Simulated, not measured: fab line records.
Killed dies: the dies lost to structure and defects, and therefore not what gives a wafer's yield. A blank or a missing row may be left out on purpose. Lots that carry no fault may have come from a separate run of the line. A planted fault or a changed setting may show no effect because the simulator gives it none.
Which tool was responsible? :: flow nand_harc :: Sampling: 11 lots, 33 wafers, 4 of 1159 route steps

== WHAT THE GAUGES SHOWED, per wafer ==
NHARC_A_SIN_REMOVE_INSPECT_04.
lot: L610
measured: day 15 23:19
on: defect_inspect-02
raw_defect_count: 203 203 405

lot: L614
measured: day 16 04:04
on: defect_inspect-01
raw_defect_count: 267 249 249

lot: L615
measured: day 16 17:11
on: defect_inspect-01
raw_defect_count: 197 246 267

lot: L616
measured: day 17 02:41
on: defect_inspect-02
raw_defect_count: 200 270 215

lot: L618
measured: day 18 04:28
on: defect_inspect-02
raw_defect_count: 378 225 270

lot: L622
measured: day 18 12:04
on: defect_inspect-01
raw_defect_count: 218 190 171

lot: L626
measured: day 19 01:05
on: defect_inspect-01
raw_defect_count: 230 257 171

lot: L627
measured: day 19 08:47
on: defect_inspect-02
raw_defect_count: 731 776 699

lot: L628
measured: day 19 19:49
on: defect_inspect-02
raw_defect_count: 270 242 367

lot: L629
measured: day 19 19:49
on: defect_inspect-01
raw_defect_count: 636 755 606

lot: L630
measured: day 20 19:50
on: defect_inspect-01
raw_defect_count: 323 257 419

== WHICH TOOL RAN EACH LOT (tool, then ch and the chambers of the sampled wafers, then the start) ==
lot: L610
NHARC_A_SLIT_DESCUM_14: rie_diel-07 ch 1,2,3, day 15 10:43
NHARC_A_SLIT_ETCH_26: har_etch-01 ch 0,1, day 15 17:05
NHARC_A_SLIT_STRIP_18: rie_diel-06 ch 2,3, day 15 23:19 or earlier

lot: L614
NHARC_A_SLIT_DESCUM_14: rie_diel-02 ch 2,3, day 15 16:35
NHARC_A_SLIT_ETCH_26: har_etch-02 ch 1, day 15 18:50
NHARC_A_SLIT_STRIP_18: rie_diel-06 ch 0,1, day 16 04:04 or earlier

lot: L615
NHARC_A_SLIT_DESCUM_14: rie_diel-02 ch 0,1,3, day 16 06:05
NHARC_A_SLIT_ETCH_26: har_etch-01 ch 0,1, day 16 08:22
NHARC_A_SLIT_STRIP_18: rie_diel-02 ch 0,2,3, day 16 17:11 or earlier

lot: L616
NHARC_A_SLIT_DESCUM_14: rie_diel-06 ch 0,1,2, day 16 13:11
NHARC_A_SLIT_ETCH_26: har_etch-01 ch 0,1, day 16 17:49
NHARC_A_SLIT_STRIP_18: rie_diel-02 ch 0,3, day 17 02:41 or earlier

lot: L618
NHARC_A_SLIT_DESCUM_14: rie_diel-02 ch 1,3, day 17 17:08
NHARC_A_SLIT_ETCH_26: har_etch-02 ch 0,1, day 17 19:36
NHARC_A_SLIT_STRIP_18: rie_diel-02 ch 0,3, day 18 04:28 or earlier

lot: L622
NHARC_A_SLIT_DESCUM_14: rie_diel-06 ch 1,2, day 18 00:37
NHARC_A_SLIT_ETCH_26: har_etch-01 ch 0,1, day 18 03:10
NHARC_A_SLIT_STRIP_18: rie_diel-02 ch 1,2, day 18 12:04 or earlier

lot: L626
NHARC_A_SLIT_DESCUM_14: rie_diel-02 ch 0,2,3, day 18 15:58
NHARC_A_SLIT_ETCH_26: har_etch-01 ch 0,1, day 18 18:37
NHARC_A_SLIT_STRIP_18: rie_diel-02 ch 2,3, day 19 01:05 or earlier

lot: L627
NHARC_A_SLIT_DESCUM_14: rie_diel-07 ch 0,2, day 18 21:43
NHARC_A_SLIT_ETCH_26: har_etch-01 ch 0,1, day 18 23:56
NHARC_A_SLIT_STRIP_18: rie_diel-02 ch 0,3, day 19 08:47 or earlier

lot: L628
NHARC_A_SLIT_DESCUM_14: rie_diel-06 ch 1,2, day 19 07:28
NHARC_A_SLIT_ETCH_26: har_etch-02 ch 1, day 19 10:58
NHARC_A_SLIT_STRIP_18: rie_diel-02 ch 0,2,3, day 19 19:49 or earlier

lot: L629
NHARC_A_SLIT_DESCUM_14: rie_diel-02 ch 2,3, day 19 08:13
NHARC_A_SLIT_ETCH_26: har_etch-01 ch 0,1, day 19 11:25
NHARC_A_SLIT_STRIP_18: rie_diel-07 ch 1,2, day 19 19:49 or earlier

lot: L630
NHARC_A_SLIT_DESCUM_14: rie_diel-02 ch 0,1,2, day 20 09:19
NHARC_A_SLIT_ETCH_26: har_etch-02 ch 0,1, day 20 12:40
NHARC_A_SLIT_STRIP_18: rie_diel-06 ch 1,2,3, day 20 19:50 or earlier
- NHARC_A_SLIT_DESCUM_14: chemistry O2, time 3 s.
- NHARC_A_SLIT_ETCH_26: etches the open film in C4F8/O2/Ar, time 90 s, target depth 400 nm.
- NHARC_A_SLIT_STRIP_18: strips in O2.

== THE ANSWER, worked out from the rows above alone ==
Rule: what is usual is taken from the lots themselves. Put in order of their means at a reading, lots are off if they are a third of the lots or fewer, leave a main group of 4 or more, and stand apart from it by a gap of 3 or more times the standard deviation of the main group's means; of several such gaps the widest counts. Not used: any main group whose means are identical at the precision the tables above print for the reading. A lot without any number at a reading at which 4 lots or more have one is off too. The other lots that the step has rows for count as sound.
Off, at NHARC_A_SIN_REMOVE_INSPECT_04 on raw_defect_count: L627, L629. The main group has a mean of 258 with a standard deviation of 41.
A tool fits if, at a process step before that reading, it ran every lot that is off, and no sound lot after the first of them. Gauges at NHARC_A_SIN_REMOVE_INSPECT_04: tried the same way as those tools. NHARC_A_SLIT_STRIP_18 gives no start for some lots, so the hours and the order of its lots are those of NHARC_A_SIN_REMOVE_INSPECT_04. One candidate fits, namely har_etch-01 at NHARC_A_SLIT_ETCH_26. A fault onset in the window from L626 (day 18 18:37, its last sound lot) to L627 (day 18 23:56, its first lot off) fits.

== WHAT WAS PUT IN BY THE SIMULATOR ==
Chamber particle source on har_etch-01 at NHARC_A_SLIT_ETCH_26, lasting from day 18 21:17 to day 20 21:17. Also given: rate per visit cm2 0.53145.
Struck lots among those shown: L627, L629. Same finding as the rule above.
